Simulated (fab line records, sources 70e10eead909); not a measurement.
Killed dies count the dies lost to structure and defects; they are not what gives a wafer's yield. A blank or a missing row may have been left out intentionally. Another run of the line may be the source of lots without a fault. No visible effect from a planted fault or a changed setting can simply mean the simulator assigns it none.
Which tool is to blame? :: flow nandHarc :: 12 lots with 36 wafers sampled at 6 steps, on a route of 1159 steps

== WHAT THE GAUGES SHOWED, per wafer ==
NHARC_A_BONDPAD_CD_MEAS_09: the cd target is 500 nm. Usual: cdNm at 499.5 nm, with a standard deviation of 2.7.
lot: L968
measured: day 18 18:08
on: cdSem-02
cdNm (nm): 497.7 500.5 499.4
flag: 

lot: L969
measured: day 18 22:13
on: cdSem-02
cdNm (nm): 502.3 501.0 501.9
flag: 

lot: L967
measured: day 18 22:28
on: cdSem-01
cdNm (nm): 500.3 501.7 504.6
flag: 

lot: L971
measured: day 19 19:20
on: cdSem-03
cdNm (nm): 497.7 495.1 498.5
flag: 

lot: L973
measured: day 20 01:05
on: cdSem-02
cdNm (nm): 495.6 493.1 495.7
flag: 

lot: L976
measured: day 20 18:16
on: cdSem-02
cdNm (nm): 503.4 500.3 505.0
flag: 

lot: L978
measured: day 20 19:36
on: cdSem-02
cdNm (nm): 500.5 500.3 498.7
flag: 

lot: L977
measured: day 20 22:47
on: cdSem-01
cdNm (nm): 501.6 498.2 498.9
flag: 

lot: L981
measured: day 21 15:31
on: cdSem-03
cdNm (nm): 497.9 505.3 502.9
flag: 

lot: L987
measured: day 22 23:59
on: cdSem-03
cdNm (nm): 496.8 499.7 498.6
flag: 

lot: L988
measured: day 23 01:25
on: cdSem-01
cdNm (nm): 502.1 502.0 503.7
flag: 

lot: L986
measured: day 23 15:07
on: cdSem-02
cdNm (nm): 497.1 494.9 498.2
flag: 

NHARC_A_BONDPAD_CD_MEAS_13. Usual: cdNm at 500 nm, with a standard deviation of 3.1.
lot: L968
measured: day 18 18:41
on: cdSem-01
cdNm (nm): 497 499 497
flag: 

lot: L969
measured: day 18 22:45
on: cdSem-02
cdNm (nm): 504 503 505
flag: 

lot: L967
measured: day 18 22:59
on: cdSem-01
cdNm (nm): 500 499 506
flag: 

lot: L971
measured: day 19 19:53
on: cdSem-02
cdNm (nm): 497 496 499
flag: 

lot: L973
measured: day 20 01:37
on: cdSem-03
cdNm (nm): 493 495 495
flag: 

lot: L976
measured: day 20 18:49
on: cdSem-01
cdNm (nm): 506 502 506
flag: 

lot: L978
measured: day 20 20:08
on: cdSem-01
cdNm (nm): 500 502 500
flag: 

lot: L977
measured: day 20 23:19
on: cdSem-03
cdNm (nm): 502 500 499
flag: 

lot: L981
measured: day 21 16:02
on: cdSem-01
cdNm (nm): 496 502 503
flag: 

lot: L987
measured: day 23 00:31
on: cdSem-03
cdNm (nm): 498 500 498
flag: 

lot: L988
measured: day 23 01:57
on: cdSem-01
cdNm (nm): 505 502 505
flag: 

lot: L986
measured: day 23 15:38
on: cdSem-02
cdNm (nm): 496 495 495
flag: 

NHARC_THIN_TSV_INSPECT_40. Usual: rawDefectCount at 461, with a standard deviation of 76.
lot: L968
measured: day 20 00:40
on: defectInspect-02
rawDefectCount: 479 417 422
flag: 

lot: L969
measured: day 20 00:40
on: defectInspect-02
rawDefectCount: 399 409 541
flag: 

lot: L967
measured: day 20 05:04
on: defectInspect-02
rawDefectCount: 474 434 391
flag: 

lot: L971
measured: day 21 00:52
on: defectInspect-02
rawDefectCount: 407 554 456
flag: 

lot: L973
measured: day 21 04:55
on: defectInspect-02
rawDefectCount: 475 412 459
flag: 

lot: L976
measured: day 21 23:20
on: defectInspect-02
rawDefectCount: 409 444 458
flag: 

lot: L978
measured: day 21 23:20
on: defectInspect-02
rawDefectCount: 1429 552 1460
flag: OFF

lot: L977
measured: day 21 23:20
on: defectInspect-02
rawDefectCount: 435 434 419
flag: 

lot: L981
measured: day 23 01:17
on: defectInspect-02
rawDefectCount: 478 445 1360
flag: OFF

lot: L987
measured: day 24 04:15
on: defectInspect-02
rawDefectCount: 462 448 475
flag: 

lot: L988
measured: day 24 04:15
on: defectInspect-01
rawDefectCount: 362 393 384
flag: 

lot: L986
measured: day 24 18:11
on: defectInspect-01
rawDefectCount: 462 524 668
flag: 

NHARC_END_SORT_01. Usual: defectLimitedYield 95.7 %, standard deviation 1.5; killedAtArray 25, standard deviation 10; killedAtOther 0.6, standard deviation 0.91; killedAtPeriphery 3.6, standard deviation 2.9; killedDies 29, standard deviation 10; killedOpen 3.3, standard deviation 2; killedShort 1.9, standard deviation 1.5; sort_bin_2_pct 1.3 %, standard deviation 0.61; sort_bin_3_pct 0.26 %, standard deviation 0.19; sort_bin_4_pct 2.7 %, standard deviation 1; sortNPass 648, standard deviation 10; sortRimYieldPct 94 %, standard deviation 3.2; sortYieldPct 95.7 %, standard deviation 1.5.
lot: L978
measured: day 22 11:46
on: prober-02
defectLimitedYield (%): 85.4 96.2 83.3
killedAtArray: 12 24 25
killedAtOther: 84 1 85
killedAtPeriphery: 3 1 3
killedDies: 99 26 113
killedOpen: 4 5 2
killedShort: 2 0 1
sort_bin_2_pct (%): 5.9 1.5 5.2
sort_bin_3_pct (%): 4.73 0.44 5.02
sort_bin_4_pct (%): 4.0 1.9 6.5
sortNPass: 578 651 564
sortRimYieldPct (%): 82 99 88
sortYieldPct (%): 85.4 96.2 83.3
flag: OFF

lot: L981
measured: day 23 04:22
on: prober-01
defectLimitedYield (%): 96.6 96.6 83.8
killedAtArray: 13 13 15
killedAtOther: 0 0 84
killedAtPeriphery: 10 10 11
killedDies: 23 23 110
killedOpen: 1 1 2
killedShort: 0 2 3
sort_bin_2_pct (%): 1.5 0.6 5.6
sort_bin_3_pct (%): 0 0.44 5.02
sort_bin_4_pct (%): 1.9 2.4 5.6
sortNPass: 654 654 567
sortRimYieldPct (%): 96 97 85
sortYieldPct (%): 96.6 96.6 83.8
flag: OFF

== WHICH TOOL RAN EACH LOT (tool, then ch and the chambers of the sampled wafers, then the start) ==
lot: L968
NHARC_A_M1_PRE_CLEAN_30: pvdSputter-03, day 18 18:08 or earlier
NHARC_THIN_TSV_STRIP_56: plasmaAsher-01 ch 0,1, day 19 17:40

lot: L969
NHARC_A_M1_PRE_CLEAN_30: pvdSputter-01, day 18 22:13 or earlier
NHARC_THIN_TSV_STRIP_56: plasmaAsher-02 ch 0, day 19 20:28

lot: L967
NHARC_A_M1_PRE_CLEAN_30: pvdSputter-03, day 18 22:28 or earlier
NHARC_THIN_TSV_STRIP_56: plasmaAsher-02 ch 1, day 19 23:49

lot: L971
NHARC_A_M1_PRE_CLEAN_30: pvdSputter-03, day 19 19:20 or earlier
NHARC_THIN_TSV_STRIP_56: plasmaAsher-02 ch 0,1, day 20 20:38

lot: L973
NHARC_A_M1_PRE_CLEAN_30: pvdSputter-03, day 20 01:05 or earlier
NHARC_THIN_TSV_STRIP_56: plasmaAsher-01 ch 0,1, day 20 23:40

lot: L976
NHARC_A_M1_PRE_CLEAN_30: pvdSputter-03, day 20 18:16 or earlier
NHARC_THIN_TSV_STRIP_56: plasmaAsher-01 ch 0,1, day 21 18:06

lot: L978
NHARC_A_M1_PRE_CLEAN_30: pvdSputter-01, day 20 19:36 or earlier
NHARC_THIN_TSV_STRIP_56: plasmaAsher-01 ch 0,1, day 21 20:22

lot: L977
NHARC_A_M1_PRE_CLEAN_30: pvdSputter-02, day 20 22:47 or earlier
NHARC_THIN_TSV_STRIP_56: plasmaAsher-02 ch 1, day 21 19:14

lot: L981
NHARC_A_M1_PRE_CLEAN_30: pvdSputter-02, day 21 15:31 or earlier
NHARC_THIN_TSV_STRIP_56: plasmaAsher-01 ch 0,1, day 22 20:03

lot: L987
NHARC_A_M1_PRE_CLEAN_30: pvdSputter-01, day 22 23:59 or earlier
NHARC_THIN_TSV_STRIP_56: plasmaAsher-02 ch 1, day 23 23:19

lot: L988
NHARC_A_M1_PRE_CLEAN_30: pvdSputter-03, day 23 01:25 or earlier
NHARC_THIN_TSV_STRIP_56: plasmaAsher-02 ch 0,1, day 24 00:42

lot: L986
NHARC_A_M1_PRE_CLEAN_30: pvdSputter-02, day 23 15:07 or earlier
NHARC_THIN_TSV_STRIP_56: plasmaAsher-02 ch 0,1, day 24 13:10
- NHARC_A_M1_PRE_CLEAN_30: time 30 s.
- NHARC_THIN_TSV_STRIP_56: strips in O2.

== AS READ BY THE TOOLS THEMSELVES (means over the sampled wafers that have a number; for cases with no such wafer, the mark the record gives instead) ==
NHARC_A_M1_PRE_CLEAN_30. Usual: heaterPowerW at 416 W, with a standard deviation of 35.
lot: L968
tool: pvdSputter-03
heaterPowerW (W): 418
flag: 

lot: L969
tool: pvdSputter-01
heaterPowerW (W): 423
flag: 

lot: L967
tool: pvdSputter-03
heaterPowerW (W): 398
flag: 

lot: L971
tool: pvdSputter-03
heaterPowerW (W): 405
flag: 

lot: L973
tool: pvdSputter-03
heaterPowerW (W): 419
flag: 

lot: L976
tool: pvdSputter-03
heaterPowerW (W): 417
flag: 

lot: L978
tool: pvdSputter-01
heaterPowerW (W): 393
flag: 

lot: L977
tool: pvdSputter-02
heaterPowerW (W): 420
flag: 

lot: L981
tool: pvdSputter-02
heaterPowerW (W): 456
flag: 

lot: L987
tool: pvdSputter-01
heaterPowerW (W): 389
flag: 

lot: L988
tool: pvdSputter-03
heaterPowerW (W): 411
flag: 

lot: L986
tool: pvdSputter-02
heaterPowerW (W): 409
flag: 

NHARC_THIN_TSV_STRIP_56. Usual: drypumpMotorCurrentA 6.1 A, standard deviation 0.33; heaterPowerW 313 W, standard deviation 40.
lot: L968
tool: plasmaAsher-01
drypumpMotorCurrentA (A): 6.5
heaterPowerW (W): 337
flag: 

lot: L969
tool: plasmaAsher-02
drypumpMotorCurrentA (A): 5.7
heaterPowerW (W): 267
flag: 

lot: L967
tool: plasmaAsher-02
drypumpMotorCurrentA (A): 6.1
heaterPowerW (W): 296
flag: 

lot: L971
tool: plasmaAsher-02
drypumpMotorCurrentA (A): 6.0
heaterPowerW (W): 288
flag: 

lot: L973
tool: plasmaAsher-01
drypumpMotorCurrentA (A): 6.5
heaterPowerW (W): 342
flag: 

lot: L976
tool: plasmaAsher-01
drypumpMotorCurrentA (A): 6.5
heaterPowerW (W): 342
flag: 

lot: L978
tool: plasmaAsher-01
drypumpMotorCurrentA (A): 6.5
heaterPowerW (W): 369
flag: 

lot: L977
tool: plasmaAsher-02
drypumpMotorCurrentA (A): 6.1
heaterPowerW (W): 297
flag: 

lot: L981
tool: plasmaAsher-01
drypumpMotorCurrentA (A): 6.4
heaterPowerW (W): 346
flag: 

lot: L987
tool: plasmaAsher-02
drypumpMotorCurrentA (A): 6.1
heaterPowerW (W): 307
flag: 

lot: L988
tool: plasmaAsher-02
drypumpMotorCurrentA (A): 5.8
heaterPowerW (W): 282
flag: 

lot: L986
tool: plasmaAsher-02
drypumpMotorCurrentA (A): 5.8
heaterPowerW (W): 284
flag: 

== THE ANSWER, worked out from the rows above alone ==
Rule: lot off if the mean of its wafers having a number is beyond 3 standard deviations from the usual mean. A lot without any number at a reading at which 4 lots or more have one is off too. Where the step has rows for the other lots, those lots are counted as sound. Order of review: gauges by route order, followed by the tools' own readings, for which a lot's mean as printed above is used. At the first step where some lot is off, the reading lying furthest off is the one used; lots without a number count as furthest.
Off: L978, L981, at NHARC_THIN_TSV_INSPECT_40 (rawDefectCount).
If a tool, at a process step before that reading, ran all the lots that are off and no sound lot after the first of them, it fits. The gauges at NHARC_THIN_TSV_INSPECT_40 aren't tried: what is off there is off at NHARC_END_SORT_01 too, on other tools, and a gauge's error can't cause that. With no start given for some of its lots, NHARC_A_M1_PRE_CLEAN_30 uses the hours and lot order of NHARC_A_BONDPAD_CD_MEAS_09. One candidate fits, namely plasmaAsher-01 at NHARC_THIN_TSV_STRIP_56. Its last sound lot is L976 (day 21 18:06), its first lot that is off L978 (day 21 20:22): a fault that began between those two fits.

== WHAT THE SIMULATOR PUT IN ==
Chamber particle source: plasmaAsher-01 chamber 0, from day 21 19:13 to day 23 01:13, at NHARC_THIN_TSV_STRIP_56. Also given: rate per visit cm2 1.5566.
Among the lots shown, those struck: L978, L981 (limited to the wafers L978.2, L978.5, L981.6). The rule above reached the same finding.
